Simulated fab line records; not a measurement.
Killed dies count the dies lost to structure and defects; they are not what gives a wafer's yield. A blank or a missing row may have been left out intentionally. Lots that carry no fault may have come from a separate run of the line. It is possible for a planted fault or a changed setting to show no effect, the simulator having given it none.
A lot that was struck, set against a sound lot / flow nandHarc / 16 steps out of a route of 1302
Sound: wafers L620.1, L620.3, L620.4. Struck: wafers L636.4, L636.6 (left out: L636.2, a lot-mate that was not struck); the cause follows at the end.
Per side, at each step with rows, come the tool, then ch with its chambers, and then its first start. Under that, the readings that differ: sound wafers / struck wafers / difference of the means / sigmas: that difference in standard deviations of wafers without a fault.
alike: readings whose means differ by less than 2 such deviations, and words and numbers that are the same on both sides. not compared: withheld readings, readings that some wafer has no value for, bounds like >300 that may hide the same value, and numbers for which the record gives no deviation and whose values overlap.
A row with sigmas, a row that says differs or no value, or rows on one side alone: a step with any of these is where the two part. When numbers do not overlap yet have no deviation, they are printed without sigmas and do not part them. Lack of a reading on every wafer of one side parts them only where that side has two or more wafers.

NHARC_A_DECK1_JOINT_INSPECT_05:
  sound: defectInspect-02 at day 13 03:39; struck: defectInspect-02 at day 19 11:29
  alike: rawDefectCount
then, no rows for these wafers at 1 step: NHARC_A_ONON_D2_DEP_00 (target thk 1000 nm).
NHARC_A_ONON_D2_THK_MEAS_02: measures by ellipsometry.
  sound: filmMetro-01 at day 13 04:13; struck: filmMetro-02 at day 19 12:04
  alike: thkNm
then, no rows for these wafers at 1 step: NHARC_A_ONON_D2_DEP_03 (target thk 1000 nm).
NHARC_A_ONON_D2_THK_MEAS_05: measures by ellipsometry.
  sound: filmMetro-02 at day 13 04:49; struck: filmMetro-01 at day 19 12:38
  alike: thkNm
then, no rows for these wafers at 1 step: NHARC_A_ONON_D2_DEP_06 (target thk 1000 nm).
NHARC_A_ONON_D2_THK_MEAS_08: measures by ellipsometry.
  sound: filmMetro-02 at day 13 05:23; struck: filmMetro-01 at day 19 13:12
  alike: thkNm
then, no rows for these wafers at 1 step: NHARC_A_ONON_D2_DEP_09 (target thk 1000 nm).
NHARC_A_ONON_D2_THK_MEAS_11: measures by ellipsometry.
  sound: filmMetro-01 at day 13 05:57; struck: filmMetro-02 at day 19 13:46
  alike: thkNm
then, no rows for these wafers at 1 step: NHARC_A_ONON_D2_DEP_12 (target thk 1000 nm).
NHARC_A_ONON_D2_THK_MEAS_14: measures by ellipsometry.
  sound: filmMetro-02 at day 13 06:31; struck: filmMetro-01 at day 19 14:20
reading=thkNm (nm); sound=993 992 992; struck=965 966; difference=-27; sigmas=-2
then, 1 step without rows for these wafers: NHARC_A_ONON_D2_ANNEAL_15 (time 3600 s).
NHARC_A_ONON_D2_DEP_16: target thk 1000 nm.
  sound on pecvdOnon-02 ch 0, day 13 13:21; struck on pecvdOnon-04 ch 0, day 20 01:29
NHARC_A_ONON_D2_THK_MEAS_18: measures by ellipsometry.
  sound: filmMetro-01 at day 13 13:52; struck: filmMetro-02 at day 20 01:56
reading=thkNm (nm); sound=993 992 991; struck=564 564; difference=-428; sigmas=-39
then, no rows for these wafers at 1 step: NHARC_A_ONON_D2_DEP_19 (target thk 1000 nm).
-- the record jumps here: 12 days lie between the struck wafers' starts before and after (it left off in module A_ONON_D2 and takes up again in module END, whose first step shown is number 1302 of the route) --
NHARC_END_SORT_01:
  sound on prober-02 ch 0, day 24 14:00; struck on prober-01 ch 0, day 31 15:50
reading=killedAtArray; sound=59 50 60; struck=674 676; difference=+619; sigmas=+41
reading=killedDies; sound=60 52 61; struck=677 677; difference=+619; sigmas=+41
  alike: killedAtOther, killedAtPeriphery, killedOpen, killedShort

## WHERE THEY PART
First at NHARC_A_ONON_D2_THK_MEAS_14; last, within this record, at NHARC_END_SORT_01.

WHY: what the simulator had put in
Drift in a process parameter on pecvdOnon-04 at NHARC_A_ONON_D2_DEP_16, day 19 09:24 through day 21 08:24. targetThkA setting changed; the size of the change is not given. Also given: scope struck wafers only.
